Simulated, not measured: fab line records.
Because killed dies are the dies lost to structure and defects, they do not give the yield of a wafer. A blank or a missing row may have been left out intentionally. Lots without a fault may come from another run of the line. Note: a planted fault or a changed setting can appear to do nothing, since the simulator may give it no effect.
Which tool did it? :: flow nand harc :: 6 lots, 18 wafers sampled, at 3 steps of a route of 1302

WHAT THE GAUGES SHOWED, per wafer
NHARC_A_ONON_D2_INSPECT_32.
lot: L368
measured: day 13 13:45
on: defect inspect-02
raw defect count: 284 390 355

lot: L370
measured: day 14 04:36
on: defect inspect-01
raw defect count: 270 368 282

lot: L376
measured: day 16 12:53
on: defect inspect-01
raw defect count: 291 366 258

lot: L380
measured: day 18 18:33
on: defect inspect-02
raw defect count: 789 316 346

lot: L383
measured: day 19 19:07
on: defect inspect-01
raw defect count: 237 287 507

lot: L389
measured: day 22 06:40
on: defect inspect-02
raw defect count: 231 165 209

TOOL THAT RAN EACH LOT (tool first, then ch and the chambers of the sampled wafers, then the start)
lot: L368
NHARC_A_DECK1_JOINT_ETCHBACK_00: rie si-01 ch 0,3, day 11 23:14
NHARC_A_ONON_D2_DEP_19: pecvd onon-02 ch 0, day 13 10:59

lot: L370
NHARC_A_DECK1_JOINT_ETCHBACK_00: rie si-06 ch 0,2,3, day 12 15:07
NHARC_A_ONON_D2_DEP_19: pecvd onon-02, day 14 01:52

lot: L376
NHARC_A_DECK1_JOINT_ETCHBACK_00: rie si-01 ch 1,2,3, day 14 23:33
NHARC_A_ONON_D2_DEP_19: pecvd onon-03 ch 0, day 16 10:08

lot: L380
NHARC_A_DECK1_JOINT_ETCHBACK_00: rie si-04 ch 0,1,3, day 17 00:49
NHARC_A_ONON_D2_DEP_19: pecvd onon-04 ch 0, day 18 15:45

lot: L383
NHARC_A_DECK1_JOINT_ETCHBACK_00: rie si-04 ch 1,2,3, day 18 06:01
NHARC_A_ONON_D2_DEP_19: pecvd onon-03 ch 0, day 19 16:22

lot: L389
NHARC_A_DECK1_JOINT_ETCHBACK_00: rie si-01 ch 1,2, day 20 13:10
NHARC_A_ONON_D2_DEP_19: pecvd onon-03 ch 0, day 22 03:56
- NHARC_A_DECK1_JOINT_ETCHBACK_00: etches the open film in HBr, target depth 30 nm, time 17.4 s.
- NHARC_A_ONON_D2_DEP_19: target thk 1000 nm.

THE ANSWER, worked out from the rows above alone
Rule: usual is defined by the lots themselves. The widest of any qualifying gaps counts: lots, ordered by their means at a reading, are off when they make up no more than a third of the lots, leave a main group of 4 or more, and stand apart from it by 3 or more times the standard deviation of that group's means. A main group is skipped when, at the precision printed for the reading in the tables above, its means are all equal. A lot without any number at a reading at which 4 lots or more have one is off too. Any other lot the step has rows for is counted as sound.
None of the lots is off at any reading shown; this tells nothing.

WHAT HAD BEEN PUT IN BY THE SIMULATOR
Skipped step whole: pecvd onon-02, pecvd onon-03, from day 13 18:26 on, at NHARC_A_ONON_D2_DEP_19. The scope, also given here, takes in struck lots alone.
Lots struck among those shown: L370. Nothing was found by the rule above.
